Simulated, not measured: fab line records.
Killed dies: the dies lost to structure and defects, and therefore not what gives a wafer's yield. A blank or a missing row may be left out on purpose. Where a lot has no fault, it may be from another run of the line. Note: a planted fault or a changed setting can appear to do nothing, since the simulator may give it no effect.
fab line records -- flow n5_finfet
record lots=7, wafers=19, last_day=18
route steps=1938 shown BEOL_M7@1308 PASSIVATION@1936
lots with no fault: from the same line, run without faults
start_h: start of the lot's first displayed wafer, in hours after the record's first day -- wait_h: time in hours since the lot's previous step -- " the same as in the row above -- L1.1+2: one row covering several wafers at once -- - value missing, or start not given -- * or withheld: withheld -- < > ~ a bound
route shown NAME@n: NAME is a module with steps in the file, n the number in the route of the first one -- usual: mean/standard deviation of fault-free wafers -- same: alike in all rows -- chamber/n: place in a boat -- sites: the reading at each site -- _std_site: standard deviation across them -- _edge_site: the outer-site mean with the inner-site mean subtracted -- radius_mm: how far each site lies from the wafer's centre -- mask NAME#n: copy n -- behind: tool/chamber where the wafer was last shaped -- hold: why the lot went on hold/how many hours it stayed there/how the hold came to an end -- device: the transistor (n, p or np) that didn't switch -- end of line: the route-end tests of the same wafers -- step lacking rows: just its recipe -- killed: count of dies lost to structure and defects at first sort (not the wafer's yield) -- map: a wafer's dies, marking killed ones x, the rest . and places with no die _
set.NAME: the run value of the setting; set.NAME@STEP: its run value at that earlier step -- model.NAME: the simulator's own value behind a step, which no gauge read
lots seen at some steps along the route; tables by step, rows by wafer
services: the hour from which a tool's chamber was out of use, counted from the record's first day as start_h (under 0 if before that day), plus the number of hours and why
## steps
# step N5_BEOL_M7_TRENCH_ETCH_37
# recipe chemistry=C4F6/O2, target_depth_a=934.78, target=SiCOH_lowk, time_s=31.2, ion_energy_ev=250, pressure_mtorr=30, source_w=345, bias_w=185, Ar_flow_sccm=300, C4F6_flow_sccm=10, O2_flow_sccm=10
# step N5_BEOL_M7_ETCH_41
# recipe chemistry=CH3F/O2, target=SiCN, target_depth_a=319, taper_deg=2, time_s=57.8, ion_energy_ev=120, mask_material=TiN, pressure_mtorr=30, source_w=395, bias_w=75, Ar_flow_sccm=150, CH3F_flow_sccm=30, O2_flow_sccm=20
# usual drypump_motor_current_A=5.5/0.42, mfc_ar_sccm=150.0/0.48, oes_product_au=0.81/0.093, rf_vpp_V=296.6/1.6, showerhead_plenum_p_Torr=1.97/0.07, throttle_valve_pct=16.15/0.19
lot.wafer,tool,chamber,start_h,wait_h,drypump_motor_current_A,mfc_ar_sccm,oes_product_au,rf_hours_counter_h,rf_vpp_V,showerhead_plenum_p_Torr,throttle_valve_pct
L986.1,rie_diel-01,0,-,-,5.0,149.3,0.94,7,297.5,1.98,15.97
L986.2,rie_diel-01,2,-,-,5.2,149.6,0.78,136,295.4,1.93,16.22
L986.5,rie_diel-01,3,-,-,5.6,149.9,0.75,-,299.0,2.09,16.19
L995.2,rie_diel-04,2,-,-,6.2,150.1,0.84,71,297.3,2.04,15.94
L995.4,rie_diel-04,1,-,-,5.7,150.2,0.74,-,295.6,1.83,16.12
L995.6,rie_diel-04,3,-,-,5.1,149.4,0.68,-,294.2,1.90,16.30
L102.1,rie_diel-04,2,-,-,6.2,149.9,0.82,84,296.2,2.04,15.98
L102.4,rie_diel-04,3,-,-,5.2,150.1,0.67,241,295.4,1.89,16.35
L105.2,rie_diel-03,2,-,-,5.0,149.8,0.86,51,297.5,2.02,15.96
L105.3,rie_diel-03,3,-,-,5.7,150.2,0.94,9,297.7,1.97,16.14
L105.6,rie_diel-03,3,-,-,5.7,149.5,0.94,-,297.3,1.97,16.13
L103.1,rie_diel-04,3,-,-,5.2,149.9,0.67,245,294.3,1.89,16.33
L103.2,rie_diel-04,0,-,-,5.8,149.8,0.93,14,297.2,1.95,16.15
L107.1,rie_diel-01,2,-,-,5.2,149.2,0.74,183,296.5,1.91,16.33
L107.2,rie_diel-01,1,-,-,5.8,150.0,0.79,120,295.2,1.94,16.14
L107.5,rie_diel-01,3,-,-,5.6,150.3,0.72,-,298.6,2.08,16.28
L108.1,rie_diel-03,1,-,-,6.4,149.8,0.88,34,298.6,2.04,16.37
L108.4,rie_diel-03,0,-,-,6.0,149.9,0.93,21,296.4,1.95,15.77
L108.6,rie_diel-03,0,-,-,6.0,150.4,0.94,-,295.8,1.95,15.75
# step N5_BEOL_M7_STRIP_80
# recipe chemistry=N2/H2, time_s=10, power_w=450, temp_c=40, pressure_mtorr=20, rf_frequency_hz=6e+07, bias_power_w=7, n2_flow_sccm=200, h2_flow_sccm=200
# step N5_BEOL_M7_OCD_MEAS_38
# usual trench_depth_nm=93.1/1.9
lot.wafer,tool,chamber,start_h,wait_h,trench_depth_nm
L986.1,ocd-02,-,190.22,-,90.0
L986.2,ocd-02,-,190.22,-,90.9
L986.5,ocd-02,-,190.22,-,90.3
L995.2,ocd-01,-,251.94,-,92.0
L995.4,ocd-01,-,251.94,-,92.2
L995.6,ocd-01,-,251.94,-,93.5
L102.1,ocd-01,-,299.99,-,92.4
L102.4,ocd-01,-,299.99,-,93.2
L105.2,ocd-02,-,314.88,-,94.7
L105.3,ocd-02,-,314.88,-,94.7
L105.6,ocd-02,-,314.88,-,95.3
L103.1,ocd-02,-,315.20,-,94.4
L103.2,ocd-02,-,315.20,-,98.0
L107.1,ocd-01,-,331.46,-,92.1
L107.2,ocd-01,-,331.46,-,92.2
L107.5,ocd-01,-,331.46,-,91.4
L108.1,ocd-01,-,333.41,-,95.1
L108.4,ocd-01,-,333.41,-,96.3
L108.6,ocd-01,-,333.41,-,97.3
# step N5_BEOL_M7_HM_STRIP_39
# recipe chemistry=peroxide_tin_strip, material=TiN, target_depth_a=250, temp_c=50, time_s=158
# step N5_BEOL_M7_SRD_40
# recipe time_s=30, temp_c=23, rinse_liquid=diw, dry=ipa_marangoni
# step N5_BEOL_M7_PRECLEAN_42
# recipe chemistry=residue_remover, time_s=60, temp_c=40
# step N5_BEOL_M7_SRD_43
# recipe time_s=30, temp_c=23, rinse_liquid=diw, dry=ipa_marangoni
# step N5_BEOL_M7_CD_MEAS_35
# recipe target_cd_nm=40, polarity=opening
# usual cd_nm=40.0/0.64
lot.wafer,tool,chamber,start_h,wait_h,cd_nm
L986.1,cd_sem-03,-,190.38,0.0,40.1
L986.2,cd_sem-03,-,190.38,0.0,39.7
L986.5,cd_sem-03,-,190.38,0.0,39.8
L995.2,cd_sem-01,-,252.10,0.0,40.6
L995.4,cd_sem-01,-,252.10,0.0,40.2
L995.6,cd_sem-01,-,252.10,0.0,40.7
L102.1,cd_sem-03,-,300.15,0.0,38.8
L102.4,cd_sem-03,-,300.15,0.0,38.8
L105.2,cd_sem-02,-,315.03,0.0,40.4
L105.3,cd_sem-02,-,315.03,0.0,40.8
L105.6,cd_sem-02,-,315.03,0.0,40.1
L103.1,cd_sem-02,-,315.35,0.0,39.8
L103.2,cd_sem-02,-,315.35,0.0,39.0
L107.1,cd_sem-02,-,331.61,0.0,39.3
L107.2,cd_sem-02,-,331.61,0.0,39.5
L107.5,cd_sem-02,-,331.61,0.0,39.6
L108.1,cd_sem-01,-,333.56,0.0,40.1
L108.4,cd_sem-01,-,333.56,0.0,40.1
L108.6,cd_sem-01,-,333.56,0.0,40.1
# step N5_BEOL_M7_CURE_75
# recipe temp_c=370, time_s=120, ambient=DMADMS/He, material=SiCOH_lowk
# usual lamp_power_pct=52.31/0.056, wafer_temp_C_max=371.6/0.65
lot.wafer,tool,chamber,start_h,wait_h,lamp_power_pct,wafer_temp_C_max
L986.1,uv_cure-01,2,190.42,0.0,52.28,372.6
L986.2,uv_cure-01,2,190.42,0.0,52.33,373.0
L986.5,uv_cure-01,2,190.42,0.0,52.35,373.1
L995.2,uv_cure-03,0,252.29,0.2,52.28,371.5
L995.4,uv_cure-03,0,252.29,0.2,52.29,371.6
L995.6,uv_cure-03,0,252.29,0.2,52.36,371.4
L102.1,uv_cure-03,2,300.19,0.0,52.30,372.2
L102.4,uv_cure-03,2,300.19,0.0,52.32,371.1
L105.2,uv_cure-01,0,315.12,0.1,52.23,372.2
L105.3,uv_cure-01,0,315.12,0.1,52.23,372.4
L105.6,uv_cure-01,0,315.12,0.1,52.42,372.2
L103.1,uv_cure-03,1,315.39,0.0,52.23,371.9
L103.2,uv_cure-03,1,315.39,0.0,52.23,371.8
L107.1,uv_cure-02,1,331.71,0.1,52.28,371.0
L107.2,uv_cure-02,1,331.71,0.1,52.28,371.2
L107.5,uv_cure-02,1,331.71,0.1,52.25,370.8
L108.1,uv_cure-01,1,333.60,0.0,52.34,371.0
L108.4,uv_cure-01,1,333.60,0.0,52.31,370.9
L108.6,uv_cure-01,1,333.60,0.0,52.28,371.0
# step N5_BEOL_M7_DEGAS_44
# recipe ambient=vacuum, temp_c=250, time_s=60
# usual heater_power_w=347/15
lot.wafer,tool,chamber,start_h,wait_h,heater_power_w
L986.1,pvd_sputter-03,-,190.85,0.4,339
L986.2,pvd_sputter-03,-,190.85,0.4,367
L986.5,pvd_sputter-03,-,190.85,0.4,337
L995.2,pvd_sputter-01,-,255.00,2.7,333
L995.4,pvd_sputter-01,-,255.00,2.7,331
L995.6,pvd_sputter-01,-,255.00,2.7,379
L102.1,pvd_sputter-02,-,301.01,0.8,354
L102.4,pvd_sputter-02,-,301.01,0.8,352
L105.2,pvd_sputter-02,-,315.57,0.4,345
L105.3,pvd_sputter-02,-,315.57,0.4,345
L105.6,pvd_sputter-02,-,315.57,0.4,331
L103.1,pvd_sputter-03,-,316.15,0.7,338
L103.2,pvd_sputter-03,-,316.15,0.7,325
L107.1,pvd_sputter-03,-,332.13,0.4,321
L107.2,pvd_sputter-03,-,332.13,0.4,353
L107.5,pvd_sputter-03,-,332.13,0.4,327
L108.1,pvd_sputter-02,-,335.26,1.6,329
L108.4,pvd_sputter-02,-,335.26,1.6,354
L108.6,pvd_sputter-02,-,335.26,1.6,352
# step N5_BEOL_M7_PRE_CLEAN_45
# recipe gas=H2/He, time_s=30, temp_c=250
# usual heater_power_w=347/16
lot.wafer,tool,chamber,start_h,wait_h,heater_power_w
L986.1,pvd_sputter-03,-,190.89,0.0,348
L986.2,pvd_sputter-03,-,190.89,0.0,380
L986.5,pvd_sputter-03,-,190.89,0.0,335
L995.2,pvd_sputter-01,-,255.08,0.0,332
L995.4,pvd_sputter-01,-,255.08,0.0,333
L995.6,pvd_sputter-01,-,255.08,0.0,378
L102.1,pvd_sputter-02,-,301.05,0.0,348
L102.4,pvd_sputter-02,-,301.05,0.0,355
L105.2,pvd_sputter-02,-,315.61,0.0,333
L105.3,pvd_sputter-02,-,315.61,0.0,354
L105.6,pvd_sputter-02,-,315.61,0.0,336
L103.1,pvd_sputter-03,-,316.19,0.0,348
L103.2,pvd_sputter-03,-,316.19,0.0,330
L107.1,pvd_sputter-03,-,332.17,0.0,324
L107.2,pvd_sputter-03,-,332.17,0.0,367
L107.5,pvd_sputter-03,-,332.17,0.0,314
L108.1,pvd_sputter-02,-,335.30,0.0,340
L108.4,pvd_sputter-02,-,335.30,0.0,358
L108.6,pvd_sputter-02,-,335.30,0.0,350
# step N5_BEOL_M7_ALD_77
# recipe material=TaN, target_thk_a=20, temp_c=275, ald_precursor_family=PDMAT, ald_co_reactant=NH3, pressure_torr=3, carrier_flow_sccm=1500, pulse_time_s=2, purge_time_s=3, co_reactant_purge_time_s=2, co_reactant_pulse_time_s=3, ald_cycles=40, precursor_vessel_temp_c=75, precursor_vessel_pressure_torr=26.25, precursor_vessel_carrier_sccm=1000
# usual ald_cycles=40/0, heater_power_w=425/48
lot.wafer,tool,chamber,start_h,wait_h,ald_cycles,heater_power_w,model.TaN_of_BEOL_M7_ALD_77.thk_nm
L986.1,ald_metal-01,3,190.95,0.0,40,454,2
L986.2,ald_metal-01,0,190.95,0.0,40,342,2
L986.5,ald_metal-01,0,190.95,0.0,40,323,2
L995.2,ald_metal-02,2,255.18,0.1,40,454,2
L995.4,ald_metal-02,1,255.18,0.1,40,351,2
L995.6,ald_metal-02,0,255.18,0.1,40,473,2
L102.1,ald_metal-02,2,301.34,0.3,40,449,2
L102.4,ald_metal-02,3,301.34,0.3,51,395,2.6
L105.2,ald_metal-02,3,315.69,0.1,51,413,2.6
L105.3,ald_metal-02,0,315.69,0.1,40,465,2
L105.6,ald_metal-02,1,315.69,0.1,40,349,2
L103.1,ald_metal-02,1,316.25,0.0,40,344,2
L103.2,ald_metal-02,0,316.25,0.0,51,463,2.6
L107.1,ald_metal-03,2,332.25,0.1,40,399,2
L107.2,ald_metal-03,3,332.25,0.1,40,457,2
L107.5,ald_metal-03,3,332.25,0.1,40,443,2
L108.1,ald_metal-03,0,335.36,0.0,40,407,2
L108.4,ald_metal-03,2,335.36,0.0,40,378,2
L108.6,ald_metal-03,0,335.36,0.0,40,403,2
# step N5_BEOL_M7_SURFACE_TREAT_79
# recipe gas=Ar, time_s=*, ion_energy_ev=*, ion_current_ma_cm2=0.5, pressure_mtorr=*, ar_flow_sccm=30
# usual throttle_valve_pct=*
lot.wafer,tool,chamber,start_h,wait_h,throttle_valve_pct
L986.1,pvd_sputter-02,-,191.30,0.2,*
L986.2,pvd_sputter-02,-,191.30,0.2,*
L986.5,pvd_sputter-02,-,191.30,0.2,*
L995.2,pvd_sputter-01,-,255.52,0.2,*
L995.4,pvd_sputter-01,-,255.52,0.2,*
L995.6,pvd_sputter-01,-,255.52,0.2,*
L102.1,pvd_sputter-03,-,301.70,0.2,*
L102.4,pvd_sputter-03,-,301.70,0.2,*
L105.2,pvd_sputter-03,-,315.99,0.2,*
L105.3,pvd_sputter-03,-,315.99,0.2,*
L105.6,pvd_sputter-03,-,315.99,0.2,*
L103.1,pvd_sputter-03,-,316.59,0.2,*
L103.2,pvd_sputter-03,-,316.59,0.2,*
L107.1,pvd_sputter-03,-,332.57,0.2,*
L107.2,pvd_sputter-03,-,332.57,0.2,*
L107.5,pvd_sputter-03,-,332.57,0.2,*
L108.1,pvd_sputter-02,-,335.74,0.2,*
L108.4,pvd_sputter-02,-,335.74,0.2,*
L108.6,pvd_sputter-02,-,335.74,0.2,*
# step N5_PASSIVATION_PROBE_49
# usual defect_limited_yield=91.2/1.6, killed_at_M0_to_M3=34/11, killed_at_M4_up=14/5.7, killed_at_contacts=14/6.6, killed_at_front_end=37/10, killed_at_other=4/3.2, killed_dies=104/19, killed_open=69/13, killed_short=33/8.7, sort_bin_4_leakage=0.00/0.014, sort_bin_5_function=5.1/1, sort_bin_6_memory=3.3/0.76, sort_bin_8_speed=0.00/0.016, sort_n_pass=1076/19, sort_yield_pct=91.2/1.6
# same gross_dies=1180, killed_at_back_side=0
lot.wafer,tool,chamber,start_h,wait_h,defect_limited_yield[%],killed_at_M0_to_M3,killed_at_M4_up,killed_at_contacts,killed_at_front_end,killed_at_other,killed_dies,killed_open,killed_short,sort_bin_4_leakage[%],sort_bin_5_function[%],sort_bin_6_memory[%],sort_bin_8_speed[%],sort_n_pass,sort_yield_pct[%]
L105.2,prober-02,-,390.75,0.1,92.3,16,19,17,34,5,91,65,25,0,4.0,3.6,0,1089,92.3
L105.3,prober-02,-,390.80,0.1,94.1,17,14,10,22,7,70,52,18,0,3.1,2.6,0,1110,94.1
L105.6,prober-02,-,390.95,0.3,93.0,20,19,11,33,0,83,56,27,0,5.1,1.5,0,1097,93.0
L103.1,prober-01,-,395.73,0.0,91.8,40,8,7,40,2,97,63,33,0,4.7,3.2,0,1083,91.8
L103.2,prober-01,-,395.78,0.1,90.7,33,12,14,46,5,110,76,28,0,5.6,2.9,0,1070,90.7
# killed by level:class
L105.2 MOL_CONTACT_COAG:geometric_particle:open=14 BEOL_M4:geometric_particle:open=14 STI_FIN_REVEAL:geometric_particle:open=10 BEOL_M2:geometric_particle:open=5 FIN_SAQP:geometric_particle:short=4 FIN_SAQP:geometric_particle:open=4 STI_FIN_REVEAL:geometric_particle:short=4 DUMMY_GATE:geometric_particle:open=3
L105.3 MOL_CONTACT_COAG:geometric_particle:open=6 BEOL_M1:geometric_particle:open=6 BEOL_M4:geometric_particle:open=5 FIN_SAQP:geometric_particle:open=4 STI_FIN_REVEAL:geometric_particle:open=4 MOL_CONTACT_COAG:geometric_particle:short=4 BEOL_M2:geometric_particle:open=4 BEOL_M7:geometric_particle:open=4
L105.6 FIN_SAQP:geometric_particle:open=11 BEOL_M4:geometric_particle:open=9 MOL_CONTACT_COAG:geometric_particle:open=8 BEOL_M1:geometric_particle:open=6 FIN_SAQP:geometric_particle:short=5 BEOL_M1:geometric_particle:short=5 STI_FIN_REVEAL:geometric_particle:open=3 GATE_CUT:geometric_particle:short=3
L103.1 FIN_SAQP:geometric_particle:open=13 BEOL_M3:geometric_particle:open=8 FIN_SAQP:geometric_particle:short=7 BEOL_M2:geometric_particle:open=7 MOL_CONTACT_COAG:geometric_particle:open=6 BEOL_M0_SAQP:geometric_particle:open=6 BEOL_M0_SAQP:geometric_particle:short=5 GATE_CUT:geometric_particle:short=4
L103.2 STI_FIN_REVEAL:geometric_particle:open=13 MOL_CONTACT_COAG:geometric_particle:open=12 FIN_SAQP:geometric_particle:open=9 BEOL_M1:geometric_particle:open=9 BEOL_M3:geometric_particle:open=9 HKMG_FIN:area_etch=5 GATE_CUT:geometric_particle:short=4 BEOL_M0_SAQP:geometric_particle:short=4
## services
tool,chamber,start_h,hours,kind
uv_cure-03,-,167.19,22.2,pm
uv_cure-02,-,181.37,2.1,pm
rie_diel-01,1,186.61,6.5,repair
uv_cure-02,-,188.13,2.8,pm
rie_diel-04,3,198.65,1.7,repair
ald_metal-01,0,213.13,14.7,repair
ald_metal-02,3,213.92,3.1,repair
rie_diel-01,1,218.33,2.2,repair
uv_cure-01,-,227.97,28.1,pm
rie_diel-04,-,237.68,2.8,pm
uv_cure-03,-,246.60,2.1,pm
rie_diel-01,0,254.85,1.3,repair
uv_cure-03,-,255.96,7.5,pm
ald_metal-01,-,256.01,8.7,pm
rie_diel-01,0,269.55,3.6,repair
uv_cure-02,-,270.70,6.3,repair
rie_diel-04,-,288.48,2.1,repair
uv_cure-01,-,298.67,7.1,pm
rie_diel-01,1,305.80,8.6,repair
uv_cure-01,-,305.97,4.1,repair
pvd_sputter-03,-,309.90,0.8,repair
uv_cure-03,-,330.67,7.5,pm
pvd_sputter-01,-,335.20,1.6,repair
ald_metal-03,-,335.62,8.7,pm
## key
first_sign step=N5_BEOL_M7_ALD_77, reading=ald_cycles, direction=up, sigmas=99+, usual=*, struck=*
effect none on later readings
model_effect step=N5_BEOL_M7_ALD_77, value=TaN_of_BEOL_M7_ALD_77.thk_nm, without=2, struck=2.6
met_at N5_BEOL_M7_ALD_77
struck_wafers L102.4,L103.2,L105.2
onset_between 255.18 301.34
fault kind=process_parameter_drift, tool=ald_metal-02, chamber=-, onset_h=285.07, steps=N5_BEOL_M7_ALD_77, channel=ald_cycles, offset=*, shape=step, end_h=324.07, scope=struck_wafers_only, acts_in=*, stated=*
